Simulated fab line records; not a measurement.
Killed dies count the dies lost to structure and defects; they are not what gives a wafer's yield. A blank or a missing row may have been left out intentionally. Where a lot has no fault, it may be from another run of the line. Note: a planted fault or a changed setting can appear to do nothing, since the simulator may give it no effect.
fab line records | flow nand-harc
record lots=24 wafers=72 last-day=34
route steps=1302 shown A_M0@1150 A_M1@1183 A_BONDPAD@1203
lots that met no fault: from a run of the same line without faults
start-h: hours from the record's first day to the start of the lot's first wafer shown | wait-h: how many hours have passed since the lot's step before this one | " identical to the entry in the row above | L1.1+2: a single row standing in for several wafers | - no value, or no start was given | * or withheld: withheld | < > ~ a bound
route shown NAME@n: names a module that has steps shown in the file, with the first one's number in the route | usual: average and standard deviation across the fault-free wafers | same: alike in all rows | chamber/n: place in a boat | sites: readings site by site | _std_site: the standard deviation of these | _edge_site: outer sites' mean less inner sites' | radius-mm: for every site, how far away it sits from the centre of the wafer | mask NAME#n: copy n | behind: the tool/chamber that last shaped the wafer | hold: why the lot went on hold/how many hours it stayed there/how the hold came to an end | device: which transistor (n, p or np) failed to switch | end of line: the tests these same wafers got at the end of their route | a step given without rows: its recipe and nothing more | killed: count of dies lost to structure and defects at first sort (not the wafer's yield) | map: dies across one wafer; x = killed, . = not, _ = none there
set.NAME: the setting that was run; set.NAME@STEP: the one run at that earlier step | model.NAME: the simulator's own value behind a step, which no gauge read
a sample of lots followed through the steps of the route, with each step as a table and each wafer as a row
services: from which hour (start-h, from the record's first day; less than 0 if before it) a tool's chamber was out of use, for how many hours, and why
## steps
# step NHARC_A_M0_DESCUM_14
# recipe time-s=3 o2-flow-sccm=200 ar-flow-sccm=0 bias-power-w=0 chemistry=O2
# usual drypump-motor-current-A=5.7/0.41 oes-product-au=0.998/0.011 rf-vpp-V=57.9/0.87 showerhead-plenum-p-Torr=1.90/0.075 throttle-valve-pct=11.310/0.0098
# same bias-power-w=0
# columns lot.wafer tool chamber start-h wait-h drypump-motor-current-A oes-product-au rf-hours-counter-h rf-vpp-V showerhead-plenum-p-Torr throttle-valve-pct
L074.2 rie-diel-06 0 532.31 0.1 6.1 1.008 2 59.3 1.98 11.319
L074.3 " 1 " " 5.9 1.009 2 58.8 1.99 11.313
L074.4 " 2 " " 6.2 0.999 2 57.1 1.79 11.315
L075.1 rie-diel-06 2 533.12 0.1 6.2 0.991 2 57.5 1.79 11.313
L075.2 " 0 " " 6.1 0.986 2 59.2 1.98 11.303
L075.5 " 1 " " 5.9 0.994 - 58.5 1.98 11.299
L076.2 rie-diel-01 0 538.77 0.1 4.9 1.005 10 58.9 1.86 11.310
L076.3 " 2 " " 6.0 1.015 11 58.0 1.86 11.308
L076.5 " 1 " " 5.6 1.002 - 57.3 1.97 11.322
L077.3 rie-diel-06 1 563.34 0.1 5.9 0.975 4 58.9 1.98 11.309
L077.4 " 3 " " 5.3 1.025 5 58.7 1.89 11.307
L077.5 " 1 " " 5.9 0.993 - 57.8 1.98 11.311
L079.1 rie-diel-06 2 574.30 0.1 6.1 0.997 3 57.4 1.79 11.301
L079.2 " 0 " " 6.1 0.993 5 59.9 1.98 11.298
L079.4 " 1 " " 5.9 0.989 5 58.9 1.98 11.304
L078.4 rie-diel-06 3 588.46 0.1 5.3 1.021 5 58.8 1.89 11.301
L078.5 " 2 " " 6.2 0.985 - 58.4 1.79 11.306
L078.6 " 3 " " 5.3 1.012 - 55.9 1.89 11.317
L081.2 rie-diel-01 3 594.03 0.1 5.1 0.980 1 58.8 1.84 11.309
L081.1 " 0 " " 4.9 1.020 1 56.6 1.86 11.297
L081.5 " 3 " " 5.1 0.990 - 56.7 1.84 11.303
L082.2 rie-diel-01 1 605.01 0.1 5.5 1.000 1 58.5 1.97 11.320
L082.4 " 2 " " 6.0 0.998 1 58.3 1.86 11.318
L082.3 " 3 " " 5.1 0.981 2 58.0 1.84 11.289
L080.4 rie-diel-01 1 608.25 0.1 5.5 0.990 1 57.4 1.97 11.322
L080.3 " 0 " " 4.9 0.998 2 58.5 1.86 11.318
L080.6 " 2 " " 6.0 0.989 - 57.3 1.86 11.303
L083.3 rie-diel-01 3 609.44 0.1 5.1 0.980 2 57.4 1.84 11.302
L083.2 " 1 " " 5.5 1.008 1 56.7 1.97 11.306
L083.6 " 2 " " 6.0 0.993 - 56.9 1.86 11.304
L084.3 rie-diel-06 2 615.14 0.1 6.1 0.982 5 55.6 1.79 11.306
L084.1 " 3 " " 5.3 1.005 7 55.6 1.89 11.282
L084.6 " 2 " " 6.2 0.977 - 58.3 1.79 11.289
L085.3 rie-diel-06 1 637.34 0.1 5.9 0.991 8 57.8 1.98 11.317
L085.1 " 2 " " 6.2 0.980 6 57.3 1.79 11.312
L085.6 " 1 " " 5.9 0.999 - 58.0 1.98 11.306
L086.4 rie-diel-01 3 643.04 0.1 5.1 0.986 4 57.8 1.84 11.308
L086.5 " 0 " " 4.9 1.008 - 57.6 1.85 11.332
L086.6 " 1 " " 5.5 0.999 - 57.0 1.97 11.315
L087.2 rie-diel-06 3 645.43 0.1 5.3 1.002 8 58.3 1.89 11.303
L087.4 " 0 " " 6.1 0.993 8 59.7 1.98 11.336
L087.3 " 1 " " 5.9 0.982 8 58.5 1.98 11.305
L088.2 rie-diel-10 3 674.40 0.1 5.6 1.008 6 57.8 1.86 11.324
L088.3 " 0 " " 6.0 0.998 7 58.7 2.05 11.305
L088.5 " 2 " " 5.8 1.001 - 58.7 1.93 11.310
L089.2 rie-diel-10 1 676.11 0.1 5.5 1.006 8 58.0 1.90 11.320
L089.4 " 2 " " 5.8 1.010 8 59.3 1.93 11.320
L089.5 " 3 " " 5.6 1.020 - 57.7 1.86 11.297
L090.4 rie-diel-06 2 693.66 0.1 6.1 0.998 1 57.4 1.79 11.311
L090.1 " 1 " " 5.9 0.988 1 59.4 1.98 11.318
L090.5 " 2 " " 6.2 1.009 - 57.4 1.79 11.324
L091.1 rie-diel-01 0 694.74 0.1 4.9 1.009 6 55.5 1.85 11.299
L091.3 " 1 " " 5.5 1.015 6 58.4 1.97 11.321
L091.5 " 0 " " 4.9 1.016 - 56.6 1.85 11.325
L092.3 rie-diel-06 1 698.74 0.1 5.8 0.994 1 57.5 1.98 11.324
L092.1 " 2 " " 6.1 1.004 1 58.6 1.79 11.315
L092.5 " 2 " " 6.1 1.001 - 56.8 1.79 11.304
L093.4 rie-diel-01 0 715.06 0.1 4.9 1.006 9 57.4 1.85 11.307
L093.3 " 2 " " 6.0 0.988 7 56.4 1.86 11.307
L093.5 " 1 " " 5.5 0.997 - 58.9 1.97 11.328
L096.3 rie-diel-10 0 721.83 0.1 6.0 1.009 8 57.9 2.05 11.302
L096.1 " 2 " " 5.7 0.999 9 57.3 1.93 11.305
L096.6 " 1 " " 5.5 1.002 - 59.3 1.90 11.295
L094.2 rie-diel-06 2 722.14 0.1 6.1 0.987 3 57.1 1.79 11.304
L094.4 " 3 " " 5.3 1.003 3 57.4 1.89 11.289
L094.3 " 0 " " 6.1 0.995 3 58.6 1.98 11.320
L095.4 rie-diel-06 2 727.54 0.1 6.1 0.989 3 57.4 1.79 11.319
L095.6 " 1 " " 5.9 1.002 - 59.4 1.98 11.308
L095.5 " 2 " " 6.1 1.006 - 58.2 1.79 11.312
L097.4 rie-diel-10 1 763.24 0.1 5.5 0.996 13 57.5 1.89 11.299
L097.3 " 3 " " 5.6 1.006 10 57.1 1.86 11.313
L097.5 " 0 " " 6.0 0.993 - 57.2 2.05 11.300
# step NHARC_A_M0_DEGAS_28
# recipe temp-c=250 time-s=60
# usual heater-power-w=318/32
# columns lot.wafer tool chamber start-h wait-h heater-power-w
L074.2 pvd-sputter-01 - 533.23 - 320
L074.4 " - " " 302
L074.3 " - " " 300
L075.2 pvd-sputter-01 - 534.07 - 298
L075.1 " - " " 334
L075.5 " - " " 319
L076.3 pvd-sputter-01 - 539.69 - 336
L076.2 " - " " 301
L076.5 " - " " 330
L077.4 pvd-sputter-03 - 564.25 - 272
L077.3 " - " " 390
L077.5 " - " " 315
L079.2 pvd-sputter-03 - 575.21 - 305
L079.1 " - " " 390
L079.4 " - " " 314
L078.4 pvd-sputter-03 - 589.39 - 275
L078.6 " - " " 325
L078.5 " - " " 378
L081.1 pvd-sputter-02 - 594.94 - 300
L081.2 " - " " 359
L081.5 " - " " 295
L082.3 pvd-sputter-03 - 605.92 - 321
L082.2 " - " " 266
L082.4 " - " " 316
L080.4 pvd-sputter-01 - 609.18 - 317
L080.3 " - " " 314
L080.6 " - " " 330
L083.2 pvd-sputter-02 - 610.34 - 320
L083.3 " - " " 368
L083.6 " - " " 306
L084.3 pvd-sputter-01 - 616.09 - 329
L084.1 " - " " 324
L084.6 " - " " 333
L085.1 pvd-sputter-03 - 638.27 - 313
L085.3 " - " " 393
L085.6 " - " " 317
L086.4 pvd-sputter-01 - 643.95 - 287
L086.6 " - " " 284
L086.5 " - " " 310
L087.2 pvd-sputter-01 - 646.35 - 336
L087.3 " - " " 335
L087.4 " - " " 281
L088.2 pvd-sputter-03 - 675.31 - 306
L088.3 " - " " 380
L088.5 " - " " 387
L089.2 pvd-sputter-03 - 677.01 - 396
L089.4 " - " " 266
L089.5 " - " " 310
L090.4 pvd-sputter-02 - 694.57 - 330
L090.1 " - " " 338
L090.5 " - " " 337
L091.3 pvd-sputter-02 - 695.65 - 283
L091.1 " - " " 331
L091.5 " - " " 279
L092.1 pvd-sputter-03 - 699.68 - 265
L092.3 " - " " 307
L092.5 " - " " 272
L093.4 pvd-sputter-02 - 715.99 - 344
L093.3 " - " " 287
L093.5 " - " " 349
L096.3 pvd-sputter-02 - 722.76 - 286
L096.1 " - " " 342
L096.6 " - " " 283
L094.4 pvd-sputter-01 - 723.09 - 283
L094.3 " - " " 303
L094.2 " - " " 329
L095.4 pvd-sputter-02 - 728.48 - 346
L095.5 " - " " 326
L095.6 " - " " 293
L097.4 pvd-sputter-02 - 764.20 - 295
L097.3 " - " " 330
L097.5 " - " " 290
# step NHARC_A_M0_PVD_21
# recipe target-thk-a=300 chamber-pressure-pa=5 power-w=5000 substrate-temp-c=30 time-s=20.49 material=Cu
# usual throttle-valve-pct=30.0/0.88
# columns lot.wafer tool chamber start-h wait-h throttle-valve-pct
L074.3 pvd-sputter-01 - - - 30.0
L074.4 " - " " 30.9
L074.2 " - " " 30.1
L075.2 pvd-sputter-01 - - - 29.7
L075.1 " - " " 30.2
L075.5 " - " " 29.8
L076.3 pvd-sputter-01 - - - 30.6
L076.2 " - " " 29.9
L076.5 " - " " 30.8
L077.3 pvd-sputter-03 - - - 29.8
L077.4 " - " " 30.1
L077.5 " - " " 28.6
L079.1 pvd-sputter-03 - - - 28.4
L079.4 " - " " 29.8
L079.2 " - " " 30.1
L078.4 pvd-sputter-03 - - - 30.0
L078.6 " - " " 29.5
L078.5 " - " " 30.0
L081.2 pvd-sputter-02 - - - 27.9
L081.1 " - " " 30.0
L081.5 " - " " 27.8
L082.3 pvd-sputter-03 - - - 29.9
L082.2 " - " " 28.5
L082.4 " - " " 29.4
L080.4 pvd-sputter-01 - - - 29.5
L080.3 " - " " 30.4
L080.6 " - " " 30.0
L083.2 pvd-sputter-02 - - - 28.2
L083.3 " - " " 30.0
L083.6 " - " " 28.0
L084.3 pvd-sputter-01 - - - 30.1
L084.1 " - " " 29.4
L084.6 " - " " 30.1
L085.1 pvd-sputter-03 - - - 28.7
L085.3 " - " " 29.7
L085.6 " - " " 29.7
L086.4 pvd-sputter-01 - - - 30.7
L086.5 " - " " 30.5
L086.6 " - " " 29.4
L087.3 pvd-sputter-01 - - - 30.3
L087.4 " - " " 30.9
L087.2 " - " " 29.2
L088.2 pvd-sputter-03 - - - 28.6
L088.3 " - " " 29.7
L088.5 " - " " 29.6
L089.2 pvd-sputter-03 - - - 29.5
L089.4 " - " " 29.7
L089.5 " - " " 30.0
L090.4 pvd-sputter-02 - - - 31.1
L090.1 " - " " 28.9
L090.5 " - " " 31.3
L091.3 pvd-sputter-02 - - - 29.7
L091.1 " - " " 31.4
L091.5 " - " " 29.1
L092.3 pvd-sputter-03 - - - 28.4
L092.1 " - " " 29.6
L092.5 " - " " 30.0
L093.4 pvd-sputter-02 - - - 29.2
L093.3 " - " " 29.8
L093.5 " - " " 31.3
L096.3 pvd-sputter-02 - - - 31.4
L096.1 " - " " 29.1
L096.6 " - " " 31.4
L094.2 pvd-sputter-01 - - - 30.7
L094.3 " - " " 30.1
L094.4 " - " " 30.7
L095.4 pvd-sputter-02 - - - 29.2
L095.6 " - " " 31.4
L095.5 " - " " 29.1
L097.4 pvd-sputter-02 - - - 29.7
L097.3 " - " " 31.4
L097.5 " - " " 29.2
# step NHARC_A_M1_ETCH_35
# recipe target-depth-a=400 overetch-a=120 time-s=43.94 ion-energy-ev=200 n2-flow-sccm=150 h2-flow-sccm=150 ar-flow-sccm=0 rf-w=400 bias-w=150 chemistry=N2/H2
# usual drypump-motor-current-A=5.7/0.46 h2-flow-sccm=150.0/0.46 n2-flow-sccm=150.0/0.44 oes-product-au=1.002/0.009 rf-fwd-power-W=395.5/1.9 rf-vpp-V=431.1/2.5 showerhead-plenum-p-Torr=2.06/0.088 throttle-valve-pct=14.171/0.0086
# columns lot.wafer tool chamber start-h wait-h drypump-motor-current-A h2-flow-sccm n2-flow-sccm oes-product-au rf-fwd-power-W rf-hours-counter-h rf-vpp-V showerhead-plenum-p-Torr throttle-valve-pct
L074.4 rie-diel-08 2 536.43 0.1 6.2 150.4 149.9 1.003 396.9 9.7 433.5 2.17 14.171
L074.2 " 0 " " 5.8 150.0 149.8 0.994 397.2 7.0 431.9 2.13 14.173
L074.3 " 1 " " 6.1 149.4 150.6 1.009 393.7 8.2 427.5 1.95 14.170
L075.2 rie-diel-08 3 537.27 0.1 5.0 150.4 150.3 0.983 392.2 9.4 428.5 1.95 14.175
L075.1 " 0 " " 5.8 149.8 149.4 1.000 394.9 7.2 432.7 2.13 14.179
L075.5 " 3 " " 5.0 149.9 150.7 0.988 393.5 - 430.2 1.95 14.184
L076.3 rie-diel-08 2 542.78 0.1 6.2 149.7 149.3 1.000 397.9 10.2 433.8 2.17 14.168
L076.2 " 1 " " 6.1 150.8 150.3 1.004 393.7 8.7 428.2 1.95 14.183
L076.5 " 2 " " 6.2 149.8 150.4 1.002 397.4 - 433.4 2.17 14.166
L077.4 rie-diel-11 2 567.48 0.1 5.1 150.2 149.1 1.006 394.7 2.8 435.1 2.19 14.172
L077.3 " 1 " " 6.3 149.7 150.3 1.012 397.6 2.7 432.9 2.12 14.175
L077.5 " 2 " " 5.1 150.3 149.1 1.002 396.3 - 435.6 2.19 14.160
L079.1 rie-diel-11 3 578.44 0.1 5.8 150.4 150.4 0.997 396.1 2.7 429.1 1.98 14.178
L079.4 " 0 " " 5.5 150.2 150.3 1.008 395.9 2.8 429.5 2.02 14.188
L079.2 " 1 " " 6.3 150.3 150.0 1.004 393.5 2.9 434.6 2.12 14.152
L078.6 rie-diel-11 1 592.64 0.1 6.3 149.5 150.2 1.015 395.9 - 433.3 2.12 14.166
L078.5 " 3 " " 5.8 149.7 149.8 0.995 395.2 - 429.4 1.98 14.184
L078.4 " 0 " " 5.5 149.8 150.2 1.003 395.2 - 431.1 2.02 14.162
L081.2 rie-diel-11 1 598.21 0.1 6.3 150.8 149.8 1.004 397.7 3.4 431.7 2.12 14.167
L081.1 " 3 " " 5.8 149.7 150.4 1.014 397.7 3.3 427.8 1.98 14.170
L081.5 " 1 " " 6.3 150.4 149.4 1.007 396.8 - 434.1 2.12 14.174
L082.4 rie-diel-11 0 609.17 0.1 5.5 149.5 150.4 0.991 395.7 3.5 428.9 2.02 14.175
L082.2 " 2 " " 5.1 149.8 150.2 0.987 397.1 3.3 434.0 2.19 14.181
L082.3 " 3 " " 5.8 151.0 150.2 1.009 393.7 3.4 428.4 1.98 14.187
L080.3 rie-diel-08 0 612.27 0.1 5.7 150.0 149.8 0.998 394.9 2.7 432.5 2.13 14.163
L080.4 " 3 " " 5.0 150.9 148.8 0.985 391.7 3.1 428.1 1.94 14.177
L080.6 " 0 " " 5.8 150.6 150.6 1.000 394.6 - 432.3 2.13 14.169
L083.2 rie-diel-03 2 613.80 0.1 4.9 151.0 149.7 1.009 393.3 6.5 431.6 2.09 14.174
L083.3 " 0 " " 5.4 150.7 149.4 0.999 394.4 7.7 431.1 2.10 14.162
L083.6 " 2 " " 4.9 150.8 149.0 1.013 391.7 - 431.6 2.09 14.169
L084.3 rie-diel-03 0 619.46 0.1 5.4 149.7 150.1 0.994 395.6 7.9 432.2 2.10 14.173
L084.1 " 1 " " 6.1 150.0 150.4 1.020 397.6 6.3 432.3 2.10 14.165
L084.6 " 0 " " 5.4 149.4 149.6 0.991 396.2 - 432.9 2.10 14.180
L085.1 rie-diel-11 1 641.37 0.1 6.3 150.2 150.0 1.010 394.6 0.4 433.3 2.12 14.151
L085.3 " 3 " " 5.8 150.5 150.1 1.014 396.2 0.3 429.3 1.98 14.180
L085.6 " 0 " " 5.5 149.2 150.0 0.983 394.7 - 429.6 2.02 14.179
L086.4 rie-diel-03 1 647.20 0.1 6.1 150.2 150.7 1.014 398.4 0.4 433.5 2.10 14.175
L086.6 " 3 " " 6.1 150.6 149.8 1.016 394.8 - 426.0 1.91 14.168
L086.5 " 0 " " 5.4 150.3 149.2 1.004 396.1 - 433.1 2.10 14.176
L087.2 rie-diel-08 0 649.77 0.1 5.7 150.3 150.0 0.998 399.3 5.3 432.5 2.12 14.176
L087.3 " 2 " " 6.2 150.6 150.0 1.012 399.0 5.0 434.7 2.17 14.168
L087.4 " 0 " " 5.7 149.6 149.9 1.009 395.8 - 432.9 2.12 14.163
L088.3 rie-diel-11 2 678.42 0.1 5.1 150.7 150.3 0.996 398.9 1.7 432.6 2.19 14.172
L088.2 " 0 " " 5.6 149.9 150.4 0.993 396.8 1.0 430.5 2.02 14.183
L088.5 " 1 " " 6.3 148.9 150.1 0.997 395.3 - 431.7 2.12 14.176
L089.4 rie-diel-11 1 680.31 0.1 6.3 150.1 150.6 1.021 395.7 2.0 432.8 2.12 14.166
L089.2 " 2 " " 5.1 149.4 150.1 1.006 398.1 1.8 434.9 2.19 14.168
L089.5 " 3 " " 5.8 150.3 150.0 1.007 395.1 - 429.8 1.98 14.175
L090.4 rie-diel-11 2 697.77 0.1 5.1 150.2 149.4 1.000 394.1 2.1 434.2 2.19 14.181
L090.1 " 3 " " 5.8 150.5 150.6 0.998 396.6 2.0 429.8 1.98 14.179
L090.5 " 2 " " 5.1 149.8 150.1 1.002 394.9 - 435.2 2.19 14.175
L091.1 rie-diel-11 0 698.78 0.1 5.5 149.6 149.7 1.000 395.8 1.5 429.5 2.02 14.162
L091.3 " 2 " " 5.1 148.6 150.1 0.991 396.9 2.2 433.8 2.19 14.171
L091.5 " 3 " " 5.8 150.1 149.1 0.984 393.8 - 428.7 1.98 14.168
L092.3 rie-diel-03 0 702.91 0.1 5.4 149.2 149.9 1.010 392.9 3.7 431.5 2.10 14.172
L092.1 " 1 " " 6.1 149.7 150.6 0.991 396.3 3.3 431.2 2.09 14.169
L092.5 " 3 " " 6.1 150.8 150.1 1.003 395.2 - 426.9 1.91 14.177
L093.4 rie-diel-03 0 719.20 0.1 5.4 149.8 150.4 0.993 395.1 4.0 430.6 2.10 14.182
L093.3 " 1 " " 6.1 149.9 150.3 0.989 398.9 3.5 431.9 2.09 14.174
L093.5 " 0 " " 5.4 149.3 149.9 1.012 395.8 - 432.1 2.10 14.177
L096.1 rie-diel-03 0 726.16 0.1 5.4 150.6 150.5 0.991 393.6 4.1 430.7 2.10 14.185
L096.3 " 2 " " 4.9 150.7 149.9 0.996 392.4 4.3 431.1 2.09 14.162
L096.6 " 0 " " 5.4 150.0 150.1 0.999 397.3 - 431.7 2.10 14.159
L094.2 rie-diel-11 3 726.44 0.1 5.8 150.3 150.7 1.012 395.9 3.4 428.6 1.98 14.174
L094.3 " 0 " " 5.5 150.5 149.7 1.007 396.4 2.5 429.8 2.02 14.163
L094.4 " 1 " " 6.3 149.7 149.7 1.020 393.5 3.3 433.4 2.12 14.175
L095.4 rie-diel-08 3 731.86 0.1 5.0 149.9 149.7 1.008 391.2 0.0 427.2 1.94 14.172
L095.5 " 2 " " 6.2 149.6 150.1 1.009 397.1 - 434.4 2.16 14.173
L095.6 " 3 " " 5.0 150.7 149.8 1.021 392.4 - 428.6 1.94 14.161
L097.3 rie-diel-11 0 767.47 0.1 5.5 150.4 150.4 0.992 395.4 3.4 430.7 2.02 14.155
L097.4 " 2 " " 5.1 150.6 149.4 0.988 394.2 4.5 434.5 2.18 14.160
L097.5 " 0 " " 5.5 150.1 149.4 0.998 395.3 - 428.8 2.02 14.169
# step NHARC_A_BONDPAD_CMP_29
# recipe target-thk-nm=200 material=SiCN
# usual motor-current-A=12.2/1.3
# columns lot.wafer tool chamber start-h wait-h motor-current-A
L074.3 cmp-01 2 540.03 - 10.8
L074.4 " 3 " " 12.2
L074.2 " 0 " " 12.0
L075.1 cmp-01 2 540.90 - 10.6
L075.2 " 0 " " 12.3
L075.5 " 2 " " 10.4
L076.2 cmp-04 3 546.39 - 12.2
L076.3 " 2 " " 12.4
L076.5 " 0 " " 10.4
L077.3 cmp-01 0 571.11 - 12.3
L077.4 " 1 " " 13.8
L077.5 " 3 " " 11.8
L079.2 cmp-01 2 582.11 - 10.5
L079.4 " 0 " " 12.5
L079.1 " 1 " " 14.8
L078.4 cmp-04 2 596.66 0.3 12.2
L078.5 " 0 " " 10.6
L078.6 " 1 " " 11.7
L081.1 cmp-01 1 601.84 - 14.6
L081.2 " 3 " " 11.5
L081.5 " 2 " " 10.6
L082.3 cmp-02 3 613.12 - 11.7
L082.4 " 1 " " 13.2
L082.2 " 2 " " 11.0
L080.4 cmp-01 0 615.88 - 12.0
L080.3 " 3 " " 12.5
L080.6 " 0 " " 12.2
L083.2 cmp-04 1 617.85 - 12.2
L083.3 " 3 " " 12.7
L083.6 " 2 " " 12.4
L084.3 cmp-02 3 623.26 0.3 11.8
L084.1 " 2 " " 10.9
L084.6 " 3 " " 11.8
L085.1 cmp-01 1 645.13 - 14.9
L085.3 " 3 " " 11.8
L085.6 " 2 " " 11.1
L086.4 cmp-02 1 650.82 - 13.9
L086.6 " 0 " " 12.0
L086.5 " 1 " " 14.7
L087.4 cmp-01 3 653.39 - 11.9
L087.2 " 0 " " 12.3
L087.3 " 1 " " 15.1
L088.2 cmp-01 0 682.34 - 11.9
L088.3 " 3 " " 12.0
L088.5 " 0 " " 12.2
L089.4 cmp-04 2 684.23 - 11.8
L089.2 " 3 " " 12.1
L089.5 " 2 " " 12.3
L090.1 cmp-01 3 701.35 - 12.1
L090.4 " 0 " " 12.2
L090.5 " 3 " " 11.6
L091.3 cmp-01 1 702.38 - 14.9
L091.1 " 3 " " 11.9
L091.5 " 1 " " 14.5
L092.1 cmp-02 2 706.64 - 11.0
L092.3 " 0 " " 10.7
L092.5 " 1 " " 13.7
L093.4 cmp-02 1 722.81 - 13.6
L093.3 " 2 " " 11.1
L093.5 " 0 " " 12.3
L096.1 cmp-01 0 729.84 - 12.1
L096.3 " 1 " " 15.3
L096.6 " 2 " " 10.7
L094.2 cmp-02 3 730.24 - 12.8
L094.4 " 1 " " 13.8
L094.3 " 2 " " 11.2
L095.4 cmp-01 3 735.44 - 11.8
L095.6 " 3 " " 12.0
L095.5 " 0 " " 11.5
L097.4 cmp-04 1 771.09 - 12.6
L097.3 " 0 " " 10.8
L097.5 " 1 " " 11.8
# step NHARC_A_BONDPAD_DESCUM_11
# recipe time-s=3 o2-flow-sccm=200 ar-flow-sccm=0 bias-power-w=0 chemistry=O2
# usual drypump-motor-current-A=5.98/0.21 oes-product-au=0.995/0.013 rf-vpp-V=57.7/0.88 showerhead-plenum-p-Torr=1.89/0.061 throttle-valve-pct=11.310/0.0086
# same bias-power-w=0
# columns lot.wafer tool chamber start-h wait-h drypump-motor-current-A oes-product-au rf-hours-counter-h rf-vpp-V showerhead-plenum-p-Torr throttle-valve-pct
L074.3 rie-diel-09 0 540.95 - 5.74 0.992 0 58.5 1.93 11.309
L074.4 " 1 " " 6.27 1.011 0 57.9 1.85 11.326
L074.2 " 2 " " 5.77 1.013 0 56.8 1.85 11.308
L075.1 rie-diel-09 0 541.94 - 5.75 0.988 1 57.8 1.93 11.301
L075.2 " 2 " " 5.79 1.006 1 56.6 1.85 11.312
L075.5 " 2 " " 5.78 1.012 - 55.8 1.85 11.306
L076.2 rie-diel-09 0 547.31 - 5.75 0.988 1 57.5 1.93 11.321
L076.3 " 2 " " 5.78 1.009 1 56.8 1.85 11.312
L076.5 " 2 " " 5.80 1.014 - 56.5 1.85 11.303
L077.4 rie-diel-05 0 571.96 - 6.03 1.017 28 56.3 1.77 11.305
L077.3 " 3 " " 5.74 0.998 29 57.7 1.95 11.299
L077.5 " 1 " " 6.18 0.984 - 57.7 2.00 11.316
L079.1 rie-diel-05 2 583.13 - 5.84 0.995 33 58.6 1.86 11.309
L079.4 " 3 " " 5.74 0.993 33 58.8 1.95 11.308
L079.2 " 0 " " 5.99 1.019 31 57.3 1.77 11.295
L078.4 rie-diel-09 1 597.66 - 6.28 0.996 2 57.7 1.85 11.300
L078.6 " 2 " " 5.82 1.015 - 58.3 1.85 11.308
L078.5 " 3 " " 6.18 0.988 - 58.1 1.87 11.303
L081.1 rie-diel-09 0 602.80 - 5.73 0.993 4 56.6 1.93 11.320
L081.2 " 1 " " 6.18 1.005 3 56.6 1.85 11.321
L081.5 " 3 " " 6.18 0.998 - 59.4 1.87 11.310
L082.2 rie-diel-09 3 614.16 - 6.20 0.989 4 57.8 1.87 11.305
L082.3 " 0 " " 5.75 0.986 4 57.9 1.93 11.306
L082.4 " 1 " " 6.22 1.010 3 58.3 1.85 11.303
L080.4 rie-diel-09 1 616.91 - 6.25 1.001 3 56.7 1.85 11.305
L080.3 " 2 " " 5.77 1.016 4 56.7 1.84 11.315
L080.6 " 1 " " 6.24 1.010 - 55.9 1.85 11.305
L083.2 rie-diel-09 0 618.87 - 5.75 0.979 4 57.4 1.93 11.304
L083.3 " 1 " " 6.26 1.010 3 58.0 1.85 11.310
L083.6 " 0 " " 5.77 0.988 - 57.2 1.93 11.309
L084.3 rie-diel-09 2 624.17 - 5.77 1.005 5 57.3 1.84 11.322
L084.1 " 3 " " 6.19 0.982 5 58.3 1.87 11.337
L084.6 " 2 " " 5.76 1.001 - 56.8 1.84 11.299
L085.3 rie-diel-05 1 646.16 - 6.18 0.973 9 57.2 2.00 11.287
L085.1 " 3 " " 5.75 0.982 8 56.3 1.94 11.317
L085.6 " 0 " " 5.96 0.989 - 56.8 1.77 11.306
L086.4 rie-diel-09 2 651.71 - 5.78 1.009 5 57.3 1.84 11.311
L086.6 " 1 " " 6.30 1.015 - 58.1 1.85 11.298
L086.5 " 2 " " 5.78 0.994 - 55.9 1.84 11.312
L087.4 rie-diel-09 0 654.29 - 5.75 0.988 5 57.4 1.93 11.324
L087.2 " 2 " " 5.80 0.995 5 56.1 1.85 11.312
L087.3 " 3 " " 6.17 0.990 5 56.8 1.87 11.300
L088.2 rie-diel-09 2 683.25 - 5.79 0.996 0 57.8 1.84 11.307
L088.3 " 0 " " 5.74 0.985 0 59.9 1.93 11.302
L088.5 " 2 " " 5.80 1.009 - 56.8 1.84 11.319
L089.2 rie-diel-09 1 685.12 - 6.30 1.011 0 58.6 1.85 11.306
L089.4 " 2 " " 5.78 1.009 0 57.8 1.84 11.312
L089.5 " 3 " " 6.17 0.991 - 56.9 1.87 11.306
L090.1 rie-diel-09 1 702.26 - 6.28 1.006 0 57.3 1.85 11.309
L090.4 " 3 " " 6.18 0.986 0 58.3 1.87 11.305
L090.5 " 1 " " 6.27 1.010 - 57.9 1.85 11.323
L091.1 rie-diel-09 0 703.29 - 5.77 0.991 1 58.2 1.93 11.307
L091.3 " 2 " " 5.76 1.004 1 56.8 1.84 11.305
L091.5 " 0 " " 5.75 0.974 - 57.8 1.93 11.298
L092.3 rie-diel-05 1 707.65 - 6.18 0.975 22 57.2 1.99 11.316
L092.1 " 2 " " 5.83 0.989 20 58.2 1.85 11.316
L092.5 " 1 " " 6.20 0.973 - 58.0 1.99 11.304
L093.3 rie-diel-05 1 723.84 - 6.19 0.968 25 57.5 1.99 11.310
L093.5 " 1 " " 6.17 0.984 - 58.1 1.99 11.305
L093.4 " 2 " " 5.84 0.984 - 58.4 1.85 11.313
L096.1 rie-diel-05 1 730.82 - 6.19 0.976 27 57.5 1.99 11.310
L096.3 " 1 " " 6.17 0.969 - 60.0 1.99 11.296
L096.6 " 1 " " 6.21 0.975 - 58.2 1.99 11.307
L094.2 rie-diel-09 2 731.27 - 5.83 1.017 1 56.2 1.84 11.316
L094.4 " 3 " " 6.20 0.988 1 59.4 1.87 11.322
L094.3 " 1 " " 6.30 0.998 1 57.9 1.85 11.311
L095.4 rie-diel-05 0 736.49 - 6.01 0.986 23 58.4 1.76 11.301
L095.5 " 0 " " 6.01 0.991 - 56.3 1.76 11.309
L095.6 " 1 " " 6.18 0.973 - 58.1 1.99 11.298
L097.3 rie-diel-05 0 772.12 - 5.98 0.979 0 58.8 2.08 11.321
L097.4 " 2 " " 5.82 1.010 0 58.8 1.85 11.291
L097.5 " 1 " " 6.20 0.988 - 58.2 1.99 11.322
## services
# columns tool chamber start-h hours kind
pvd-sputter-03 - 526.00 10.0 pm
cmp-01 - 536.68 0.6 repair
rie-diel-09 1 541.84 9.8 repair
rie-diel-06 2 546.35 15.5 repair
cmp-01 - 577.50 4.0 pm
pvd-sputter-03 - 577.69 6.1 repair
pvd-sputter-01 - 582.04 10.0 pm
rie-diel-11 2 583.56 12.4 repair
rie-diel-11 - 609.50 9.0 pm
rie-diel-09 1 611.50 1.5 repair
pvd-sputter-03 - 615.17 1.0 repair
pvd-sputter-02 - 638.05 10.0 pm
cmp-01 - 641.97 2.2 repair
pvd-sputter-01 - 661.44 2.3 repair
rie-diel-06 - 661.48 9.0 pm
pvd-sputter-02 - 666.66 1.3 repair
rie-diel-09 2 674.09 4.5 repair
rie-diel-09 - 674.10 9.0 pm
cmp-01 - 675.50 4.0 pm
pvd-sputter-01 - 677.00 13.4 repair
cmp-01 - 709.17 4.5 repair
pvd-sputter-02 - 729.17 2.0 repair
pvd-sputter-03 - 750.95 2.5 repair
pvd-sputter-01 - 760.04 10.0 pm
## key
fault none
